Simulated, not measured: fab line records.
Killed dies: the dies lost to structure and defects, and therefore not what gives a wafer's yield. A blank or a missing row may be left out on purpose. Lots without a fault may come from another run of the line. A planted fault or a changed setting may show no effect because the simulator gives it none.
Lot-split experiment -- flow n5Finfet -- 21 wafers read across 7 lots, on a route 1938 steps long

## ABOUT THE SPLIT
At N5_BEOL_M1_VIA_ETCH_34 (etches the open film in C4F6/O2, target depth 67.8 nm, time 64.4 s), the setting biasW was moved away from the recipe's 170 W on 7 of the 21 wafers read, by -12.4% to +10.9%. All remaining wafers had this setting at the recipe value.

The reading comes from the split's own step.

## THE READING
rfVppV, in V, at N5_BEOL_M1_VIA_ETCH_34 (etches the open film in C4F6/O2, target depth 67.8 nm, time 64.4 s). Fault-free wafers of this fab line usually give 665 V, standard deviation 9.5 V.

wafer,"tool, chamber at the split","biasW as run, W",against the recipe,"rfVppV, V",against lot-mates on the recipe
L075.1,"rieDiel-04, 2",170,recipe,671,-
L075.2,"rieDiel-04, 1",170,recipe,664,-
L075.3,"rieDiel-04, 0",170,recipe,683,-
L076.2,"rieDiel-04, 1",188.5,+10.9%,722,+39
L076.3,"rieDiel-04, 0",170,recipe,683,-
L076.6,"rieDiel-04, 1",188.5,+10.9%,722,+39
L077.1,"rieDiel-04, 2",170,recipe,671,-
L077.5,"rieDiel-04, 1",148.9,-12.4%,598,-73
L077.6,"rieDiel-04, 2",148.9,-12.4%,605,-66
L080.1,"rieDiel-04, 0",170,recipe,683,-
L080.3,"rieDiel-04, 1",170,recipe,665,-
L080.6,"rieDiel-04, 2",170,recipe,672,-
L081.4,"rieDiel-03, 1",161.2,-5.2%,629,-36
L081.5,"rieDiel-03, 0",161.2,-5.2%,645,-20
L081.6,"rieDiel-03, 2",170,recipe,665,-
L084.1,"rieDiel-06, 2",170,recipe,662,-
L084.5,"rieDiel-06, 0",170,recipe,674,-
L084.6,"rieDiel-06, 1",170,recipe,649,-
L092.2,"rieDiel-03, 2",155.2,-8.7%,619,-48
L092.3,"rieDiel-03, 3",170,recipe,670,-
L092.4,"rieDiel-03, 2",170,recipe,665,-

THE FIT
A straight line over all 21 wafers: rfVppV changes by +5.31 V for each +1% of biasW; r = +0.96; the points scatter about the line by 8.6 V.
The same after taking each lot's own level away (the mean of its wafers on the recipe; 21 wafers): +4.78 V for each +1%; r = +0.96; scatter 8.2 V.
Per that fit: largest biasW move, reading shift of 59 V.
The span of the lots' own levels, 661.7 to 683.0 V, comes to 2.2 times the standard deviation stated above.
Thus the slope moves with the lot-to-lot level: the two fits are different.
Check: with one of the wafers moved furthest among these (-12.4%) left out of the fit, the line predicts -58.6 V for it against its lot-mates. Against them it came out at -73 V.
Tool readings at the split's step, against how far the setting was moved: rfVppV r = +0.96.

## FURTHER SPLITS ON THESE WAFERS
These wafers also went through other splits before the reading. Each is held against what the fit with the lots' levels taken away leaves over:
other split on the same wafers,wafers away from the commonest value,r with rfVppV (lot level and that fit taken away)
N5_BEOL_M1_COAT_61 spinRpm,11,+0.22

## FILE'S OWN FIT
rfVppV changes by +4.94 V for each +1% of biasW, r = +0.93.
